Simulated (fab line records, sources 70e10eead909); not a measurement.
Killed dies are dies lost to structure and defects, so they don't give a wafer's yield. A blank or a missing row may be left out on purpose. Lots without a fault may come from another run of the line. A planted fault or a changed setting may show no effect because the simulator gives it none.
Which tool did it? | flow nand_harc | 10 lots, 30 wafers sampled, at 6 steps of a route of 1159

WHAT THE GAUGES READ, wafer by wafer
NHARC_END_SORT_01. Usual: killed_at_array 28, standard deviation 11; killed_at_other 0.5, standard deviation 0.87; killed_at_periphery 2.9, standard deviation 2.2; killed_dies 32, standard deviation 11; killed_open 3.2, standard deviation 1.9; killed_short 1.8, standard deviation 1.4.
lot  | measured     | on        | killed_at_array | killed_at_other | killed_at_periphery | killed_dies | killed_open | killed_short | flag
L927 | day 21 19:40 | prober-01 | 53 95 66        | 0 0 0           | 3 0 4               | 56 95 70    | 3 3 6       | 3 2 4        | OFF
L928 | day 21 16:03 | prober-02 | 73 113 56       | 3 3 3           | 3 5 3               | 79 121 62   | 5 5 5       | 1 4 2        | OFF
L937 | day 22 13:55 | prober-01 | 52 54           | 2 0             | 3 3                 | 57 57       | 2 4         | 2 3          |
L938 | day 23 17:27 | prober-02 | 41              | 1               | 3                   | 45          | 2           | 5            |

WHICH TOOL RAN EACH LOT (tool, then ch and the chambers of the sampled wafers, then the start)
lot  | NHARC_A_CONTACT_ETCH_51            | NHARC_A_CONTACT_ETCH_90            | NHARC_A_CONTACT_DESCUM_74          | NHARC_A_CONTACT_ETCH_75            | NHARC_A_CONTACT_ETCH_78
L924 | rie_diel-03 ch 1,3, day 16 19:15   | rie_diel-03 ch 1,2,3, day 16 21:40 | rie_diel-10 ch 2,3, day 17 01:43   | rie_diel-10 ch 0,3, day 17 01:49   | rie_diel-10 ch 0,1,3, no start
L925 | rie_diel-10 ch 0,1,3, day 16 19:59 | rie_diel-10 ch 1,2,3, day 16 22:26 | rie_diel-03 ch 0,2,3, day 17 02:59 | rie_diel-03 ch 1,2,3, day 17 03:14 | rie_diel-03 ch 0,1,3, no start
L926 | rie_diel-03 ch 0,1,3, day 17 01:49 | rie_diel-10 ch 0,1,3, day 17 04:35 | rie_diel-12 ch 1,2,3, day 17 08:29 | rie_diel-12 ch 0,1,3, day 17 08:35 | rie_diel-12 ch 0,1,3, no start
L930 | rie_diel-10 ch 0,1, day 17 14:37   | rie_diel-03 ch 1,2, day 17 17:31   | rie_diel-10 ch 0,1, day 17 21:22   | rie_diel-10 ch 2,3, day 17 21:26   | rie_diel-10 ch 2,3, no start
L927 | rie_diel-03 ch 0,1, day 17 19:24   | rie_diel-03 ch 0,2, day 17 21:49   | rie_diel-12 ch 1,2, day 18 07:15   | rie_diel-12 ch 0,1,2, day 18 07:20 | rie_diel-12 ch 0,1,2, day 21 19:40 or earlier
L928 | rie_diel-03 ch 0,1,2, day 18 02:40 | rie_diel-10 ch 1,2,3, day 18 05:10 | rie_diel-10 ch 0,2, day 18 10:58   | rie_diel-10 ch 1,2,3, day 18 11:04 | rie_diel-10 ch 0,2, day 21 16:03 or earlier
L937 | rie_diel-10 ch 0,1,2, day 19 17:25 | rie_diel-12 ch 0,1,3, day 19 19:52 | rie_diel-10 ch 0,1,2, day 19 23:44 | rie_diel-10 ch 1,2,3, day 19 23:50 | rie_diel-10 ch 0,1,3, day 22 13:55 or earlier
L938 | rie_diel-10 ch 0,1,3, day 20 09:27 | rie_diel-12 ch 2,3, day 20 11:43   | rie_diel-10 ch 1,2,3, day 20 16:53 | rie_diel-10 ch 0,1, day 20 17:19   | rie_diel-10 ch 0,2,3, day 23 17:27 or earlier
L942 | rie_diel-10 ch 0,1,3, day 20 23:50 | rie_diel-10 ch 0,1,2, day 21 02:19 | rie_diel-10 ch 0,2,3, day 21 06:08 | rie_diel-10 ch 1,2,3, day 21 06:13 | rie_diel-10 ch 0,1,3, no start
L943 | rie_diel-12 ch 1,3, day 22 05:10   | rie_diel-12 ch 0,1, day 22 07:34   | rie_diel-03 ch 1,2,3, day 22 12:00 | rie_diel-03 ch 1,2,3, day 22 12:10 | rie_diel-03 ch 0,1,3, no start
- NHARC_A_CONTACT_ETCH_51: etches the open film in O2/COS, target depth 3600 nm, time 936 s.
- NHARC_A_CONTACT_ETCH_90: etches the open film in CH3F/O2, target depth 40 nm, time 85.7 s.
- NHARC_A_CONTACT_DESCUM_74: chemistry O2, time 3 s.
- NHARC_A_CONTACT_ETCH_75: etches the open film in CF4, target depth 39 nm, time 65 s.
- NHARC_A_CONTACT_ETCH_78: etches the open film in O2/COS, target depth 2800 nm, time 728 s.

WHAT THE TOOLS THEMSELVES READ (means of the sampled wafers that have a number; where no wafer has one, the mark that the record gives instead)
NHARC_A_CONTACT_ETCH_51. Usual: drypump_motor_current_A 5.6 A, standard deviation 0.58; oes_product_au 1.008 a.u., standard deviation 0.014; rf_vpp_V 313.2 V, standard deviation 1.8; showerhead_plenum_p_Torr 3.07 Torr, standard deviation 0.11; throttle_valve_pct 28.330 %, standard deviation 0.009.
lot  | tool        | drypump_motor_current_A (A) | oes_product_au (a.u.) | rf_vpp_V (V) | showerhead_plenum_p_Torr (Torr) | throttle_valve_pct (%) | flag
L924 | rie_diel-03 | 5.7                         | 1.013                 | 313.8        | 3.10                            | 28.325                 |
L925 | rie_diel-10 | 5.8                         | 1.011                 | 313.2        | 3.07                            | 28.335                 |
L926 | rie_diel-03 | 5.3                         | 1.009                 | 314.1        | 3.10                            | 28.337                 |
L930 | rie_diel-10 | 6.3                         | 1.027                 | 313.1        | 3.10                            | 28.324                 |
L927 | rie_diel-03 | 5.0                         | 0.992                 | 314.4        | 3.11                            | 28.340                 |
L928 | rie_diel-03 | 5.1                         | 1.008                 | 314.5        | 3.14                            | 28.320                 |
L937 | rie_diel-10 | 5.8                         | 1.027                 | 312.7        | 3.05                            | 28.320                 |
L938 | rie_diel-10 | 5.8                         | 1.000                 | 312.7        | 3.06                            | 28.333                 |
L942 | rie_diel-10 | 5.8                         | 1.000                 | 313.5        | 3.06                            | 28.333                 |
L943 | rie_diel-12 | 5.7                         | 0.990                 | 311.7        | 3.03                            | 28.326                 |

NHARC_A_CONTACT_ETCH_90. Usual: drypump_motor_current_A 5.6 A, standard deviation 0.52; oes_product_au 0.96 a.u., standard deviation 0.036; rf_vpp_V 244.0 V, standard deviation 1.4; showerhead_plenum_p_Torr 2.43 Torr, standard deviation 0.084; throttle_valve_pct 20.664 %, standard deviation 0.0097.
lot  | tool        | drypump_motor_current_A (A) | oes_product_au (a.u.) | rf_vpp_V (V) | showerhead_plenum_p_Torr (Torr) | throttle_valve_pct (%) | flag
L924 | rie_diel-03 | 5.4                         | 0.93                  | 243.9        | 2.48                            | 20.662                 |
L925 | rie_diel-10 | 5.8                         | 0.93                  | 242.8        | 2.34                            | 20.667                 |
L926 | rie_diel-10 | 5.8                         | 0.98                  | 243.7        | 2.42                            | 20.653                 |
L930 | rie_diel-03 | 5.1                         | 1.01                  | 244.8        | 2.51                            | 20.660                 |
L927 | rie_diel-03 | 5.2                         | 0.94                  | 244.6        | 2.49                            | 20.663                 |
L928 | rie_diel-10 | 5.8                         | 1.00                  | 242.1        | 2.33                            | 20.663                 |
L937 | rie_diel-12 | 5.6                         | 1.00                  | 244.2        | 2.44                            | 20.666                 |
L938 | rie_diel-12 | 5.8                         | 0.91                  | 246.6        | 2.53                            | 20.660                 |
L942 | rie_diel-10 | 5.8                         | 0.95                  | 243.6        | 2.40                            | 20.667                 |
L943 | rie_diel-12 | 5.8                         | 0.92                  | 243.0        | 2.39                            | 20.663                 |

NHARC_A_CONTACT_DESCUM_74. Usual: drypump_motor_current_A 5.6 A, standard deviation 0.52; oes_product_au 1.005 a.u., standard deviation 0.013; rf_vpp_V 57.6 V, standard deviation 0.87; showerhead_plenum_p_Torr 1.90 Torr, standard deviation 0.07; throttle_valve_pct 11.310 %, standard deviation 0.0093.
lot  | tool        | drypump_motor_current_A (A) | oes_product_au (a.u.) | rf_vpp_V (V) | showerhead_plenum_p_Torr (Torr) | throttle_valve_pct (%) | flag
L924 | rie_diel-10 | 5.4                         | 0.996                 | 56.5         | 1.78                            | 11.308                 |
L925 | rie_diel-03 | 5.5                         | 1.016                 | 57.4         | 1.91                            | 11.310                 |
L926 | rie_diel-12 | 5.8                         | 1.005                 | 56.9         | 1.92                            | 11.306                 |
L930 | rie_diel-10 | 6.2                         | 1.022                 | 57.1         | 1.90                            | 11.309                 |
L927 | rie_diel-12 | 6.0                         | 1.007                 | 57.6         | 1.89                            | 11.306                 |
L928 | rie_diel-10 | 5.3                         | 1.022                 | 58.3         | 1.90                            | 11.316                 |
L937 | rie_diel-10 | 5.8                         | 1.023                 | 57.7         | 1.86                            | 11.317                 |
L938 | rie_diel-10 | 5.9                         | 1.003                 | 57.1         | 1.81                            | 11.316                 |
L942 | rie_diel-10 | 5.4                         | 1.010                 | 57.9         | 1.84                            | 11.302                 |
L943 | rie_diel-03 | 5.4                         | 1.014                 | 57.2         | 1.92                            | 11.312                 |

NHARC_A_CONTACT_ETCH_75. Usual: drypump_motor_current_A 5.6 A, standard deviation 0.49; oes_product_au 1.004 a.u., standard deviation 0.014; rf_vpp_V 151.0 V, standard deviation 1.2; showerhead_plenum_p_Torr 1.75 Torr, standard deviation 0.061; throttle_valve_pct 13.284 %, standard deviation 0.0094.
lot  | tool        | drypump_motor_current_A (A) | oes_product_au (a.u.) | rf_vpp_V (V) | showerhead_plenum_p_Torr (Torr) | throttle_valve_pct (%) | flag
L924 | rie_diel-10 | 5.4                         | 0.990                 | 150.2        | 1.72                            | 13.286                 |
L925 | rie_diel-03 | 5.4                         | 1.011                 | 151.1        | 1.78                            | 13.283                 |
L926 | rie_diel-12 | 5.6                         | 0.995                 | 150.3        | 1.76                            | 13.282                 |
L930 | rie_diel-10 | 5.4                         | 1.006                 | 149.9        | 1.67                            | 13.286                 |
L927 | rie_diel-12 | 5.9                         | 0.999                 | 151.2        | 1.78                            | 13.282                 |
L928 | rie_diel-10 | 5.8                         | 1.020                 | 150.1        | 1.69                            | 13.287                 |
L937 | rie_diel-10 | 5.8                         | 1.007                 | 150.4        | 1.68                            | 13.298                 |
L938 | rie_diel-10 | 5.8                         | 1.009                 | 151.6        | 1.78                            | 13.286                 |
L942 | rie_diel-10 | 5.8                         | 1.005                 | 150.1        | 1.68                            | 13.283                 |
L943 | rie_diel-03 | 5.4                         | 1.001                 | 150.9        | 1.77                            | 13.279                 |

NHARC_A_CONTACT_ETCH_78. Usual: drypump_motor_current_A 5.6 A, standard deviation 0.52; oes_product_au 1.004 a.u., standard deviation 0.014; rf_vpp_V 313.8 V, standard deviation 1.7; showerhead_plenum_p_Torr 3.09 Torr, standard deviation 0.11; throttle_valve_pct 28.330 %, standard deviation 0.009.
lot  | tool        | drypump_motor_current_A (A) | oes_product_au (a.u.) | rf_vpp_V (V) | showerhead_plenum_p_Torr (Torr) | throttle_valve_pct (%) | flag
L924 | rie_diel-10 | 5.9                         | 1.011                 | 313.3        | 3.07                            | 28.325                 |
L925 | rie_diel-03 | 5.4                         | 1.012                 | 314.1        | 3.10                            | 28.322                 |
L926 | rie_diel-12 | 5.6                         | 0.998                 | 313.5        | 3.11                            | 28.320                 |
L930 | rie_diel-10 | 5.4                         | 1.010                 | 311.3        | 2.93                            | 28.331                 |
L927 | rie_diel-12 | 5.9                         | 1.002                 | 314.3        | 3.14                            | 28.337                 |
L928 | rie_diel-10 | 5.3                         | 1.021                 | 313.9        | 3.10                            | 28.330                 |
L937 | rie_diel-10 | 5.9                         | 1.006                 | 312.8        | 3.07                            | 28.336                 |
L938 | rie_diel-10 | 5.4                         | 1.009                 | 312.2        | 3.02                            | 28.327                 |
L942 | rie_diel-10 | 5.8                         | 1.005                 | 313.2        | 3.06                            | 28.333                 |
L943 | rie_diel-03 | 5.4                         | 0.987                 | 313.3        | 3.08                            | 28.335                 |

THE ANSWER, worked out from the rows above alone
Rule: a lot is off if the mean of its wafers that have a number lies more than 3 standard deviations from the usual mean. A lot without any number at a reading at which 4 lots or more have one is off too. The other lots that the step has rows for count as sound. The gauges are gone through in route order, then the tools' own readings, and for those a lot's mean is taken as printed above. The first step at which some lot is off is used, and at that step the reading that is off furthest; a lot without a number counts as furthest.
Off: L927, L928, at NHARC_END_SORT_01 (killed_dies). Neither off nor sound, because the step has no rows for them: L924, L925, L926, L930, L942, L943.
A tool fits if, at a process step before that reading, it ran every lot that is off, and no sound lot after the first of them. The gauges at NHARC_END_SORT_01 are tried like those tools. NHARC_A_CONTACT_ETCH_78 gives no start for some lots, so the hours and the order of its lots are those of NHARC_END_SORT_01. One fits: rie_diel-03 at NHARC_A_CONTACT_ETCH_51. It ran no sound lot before its first lot that is off in this sample, so the start can't be narrowed down.
The tool's own readings at NHARC_A_CONTACT_ETCH_51 bear it out: on the lots that are off they differ by more than 5 times the standard deviation of the sound lots' means. drypump_motor_current_A reads 5.0 A there against 5.8 A on the sound lots; rf_vpp_V reads 314.4 V there against 312.7 V on the sound lots; showerhead_plenum_p_Torr reads 3.12 Torr there against 3.05 Torr on the sound lots.

WHAT THE SIMULATOR HAD PUT IN
Chamber particle source: rie_diel-03, from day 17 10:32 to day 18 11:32, at NHARC_A_CONTACT_ETCH_51. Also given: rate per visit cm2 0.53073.
Lots struck among those shown: L928, L927. The rule above found the same.
